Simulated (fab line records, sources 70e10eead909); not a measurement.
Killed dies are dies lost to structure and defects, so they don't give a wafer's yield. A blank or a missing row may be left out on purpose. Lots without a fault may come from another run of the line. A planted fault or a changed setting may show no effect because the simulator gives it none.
A struck lot beside a sound one | flow nand_harc | 12 steps out of a route of 1302
Sound: wafers L900.2, L900.4, L900.5. Struck: wafers L894.1, L894.3, L894.6. The cause comes at the end.
At each step with rows: each side's tool, then ch and its chambers, then its first start. Under that, the readings that differ: sound wafers | struck wafers | difference of the means | sigmas: that difference in standard deviations of wafers without a fault.
alike: readings whose means differ by less than 2 such deviations, and words and numbers that are the same on both sides. not compared: withheld readings, readings that some wafer has no value for, bounds like >300 that may hide the same value, and numbers for which the record gives no deviation and whose values overlap.
The two part at a step that has a row with sigmas, a row that says differs or no value, or rows on one side only. Numbers that don't overlap but have no deviation are shown without sigmas and don't part them. A reading that every wafer of one side lacks parts them only if that side has two wafers or more.

first, 2 steps without rows for these wafers: NHARC_A_SOURCE_PLATE_CVD_03 (deposits poly-Si, target thk 200 nm, time 4000 s); NHARC_A_SOURCE_PLATE_ANNEAL_05 (time 1800 s).
NHARC_A_SOURCE_PLATE_THK_MEAS_06: measures by ellipsometry.
  sound on film_metro-01, day 14 07:39; struck on film_metro-01, day 11 19:25
  alike: thk_nm
NHARC_A_SOURCE_PLATE_INSPECT_08:
  sound on defect_inspect-02, day 14 07:43; struck on defect_inspect-02, day 11 19:29
  alike: raw_defect_count
then, 1 step without rows for these wafers: NHARC_A_ONON_D1_DEP_00 (target thk 1000 nm).
NHARC_A_ONON_D1_THK_MEAS_02: measures by ellipsometry.
  sound on film_metro-02, day 14 08:17; struck on film_metro-01, day 11 20:04
  alike: thk_nm
then, 1 step without rows for these wafers: NHARC_A_ONON_D1_DEP_03 (target thk 1000 nm).
NHARC_A_ONON_D1_THK_MEAS_05: measures by ellipsometry.
  sound on film_metro-02, day 14 08:51; struck on film_metro-01, day 11 20:38
  alike: thk_nm
then, 1 step without rows for these wafers: NHARC_A_ONON_D1_DEP_06 (target thk 1000 nm).
NHARC_A_ONON_D1_THK_MEAS_08: measures by ellipsometry.
  sound on film_metro-02, day 14 09:25; struck on film_metro-01, day 11 21:12
  alike: thk_nm
NHARC_A_ONON_D1_DEP_09: target thk 1000 nm.
  sound on pecvd_onon-03 ch 0, day 14 09:32; struck on pecvd_onon-01 ch 0, day 11 21:15
NHARC_A_ONON_D1_THK_MEAS_11: measures by ellipsometry.
  sound on film_metro-02, day 14 09:59; struck on film_metro-02, day 11 21:56
  reading     | sound          | struck         | difference | sigmas
  thk_nm (nm) | 1003 1004 1001 | 1433 1435 1435 | +432       | +39
  not compared: hold

WHERE THEY PART
Only at NHARC_A_ONON_D1_THK_MEAS_11, within this record.

WHY: what the simulator had put in
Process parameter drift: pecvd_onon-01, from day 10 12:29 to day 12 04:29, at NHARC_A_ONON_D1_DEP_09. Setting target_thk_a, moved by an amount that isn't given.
